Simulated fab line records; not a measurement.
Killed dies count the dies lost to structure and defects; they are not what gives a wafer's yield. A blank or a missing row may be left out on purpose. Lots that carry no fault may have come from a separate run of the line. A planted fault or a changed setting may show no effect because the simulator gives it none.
Chamber matching -- flow nand harc -- 4 sister chambers for NHARC_A_CONTACT_ETCH_110 on rie diel-01
The step etches the open film in CF4/O2, target depth 50 nm, overetch 5 nm, time 27.5 s. 22 wafers are shown with their chamber, then 11 later ones without.

WAFERS WITH THEIR CHAMBER
wafer,chamber,showerhead plenum p Torr (Torr),drypump motor current A (A),rf vpp V (V)
L074.1,0,1.44,5.7,200.8
L074.2,3,1.32,6.2,197.9
L074.6,1,1.27,6.0,196.0
L077.2,0,1.44,5.7,200.2
L077.4,1,1.26,6.0,195.8
L077.5,3,1.31,6.2,197.2
L078.2,1,1.26,6.1,196.0
L078.5,2,1.30,5.6,196.9
L078.6,3,1.31,6.2,197.8
L081.2,0,1.44,5.7,199.8
L081.4,1,1.26,6.0,196.8
L081.6,3,1.31,6.2,196.4
L084.2,3,1.31,6.2,197.2
L084.4,2,1.30,5.6,198.6
L084.5,2,1.30,5.6,196.6
L082.1,3,1.31,6.2,196.8
L082.4,2,1.30,5.6,197.6
L082.6,0,1.44,5.7,199.4
L088.2,2,1.30,5.6,198.2
L088.4,2,1.30,5.6,198.5
L088.5,1,1.26,6.0,195.8
L092.1,1,1.26,6.0,196.9

SIGNATURES, as means of the wafers listed above
reading,chamber 0,chamber 1,chamber 2,chamber 3,scatter within a chamber
showerhead plenum p Torr,1.4400,1.2617,1.3000,1.3117,0.00304
drypump motor current A,5.700,6.017,5.600,6.200,0.0215
rf vpp V,200.050,196.217,197.733,197.217,0.646
Rule: for a wafer and a chamber, the distance is found by dividing, reading by reading, the gap between the wafer's reading and the chamber's mean by the reading's scatter, squaring, summing and taking the root. The wafer belongs to the nearest chamber; if the next one is less than 2 further off, it can't be placed. The scatter is the square root of a quotient: the sum, over the shown wafers, of each reading's squared deviation from its chamber's mean, divided by wafers minus chambers.

WAFERS WITHOUT THEIR CHAMBER
wafer,showerhead plenum p Torr (Torr),drypump motor current A (A),rf vpp V (V)
L092.3,1.31,6.2,196.9
L092.4,1.44,5.7,199.2
L093.2,1.44,5.7,200.0
L093.4,1.26,6.0,196.4
L093.5,1.26,6.0,196.5
L096.1,1.31,6.2,198.5
L096.3,1.26,6.0,197.4
L096.5,1.44,5.7,199.7
L097.1,1.31,6.2,198.6
L097.2,1.26,6.0,195.7
L097.5,1.31,6.2,197.3

CHAMBER TAKEN BY EACH
wafer,from the rows above,in truth
L092.3,3,3
L092.4,0,0
L093.2,0,0
L093.4,1,1
L093.5,1,1
L096.1,3,3
L096.3,1,1
L096.5,0,0
L097.1,3,3
L097.2,1,1
L097.5,3,3
Correctly placed: 11 of 11. Number that these rows cannot place: 0. Placed wrongly: 0.
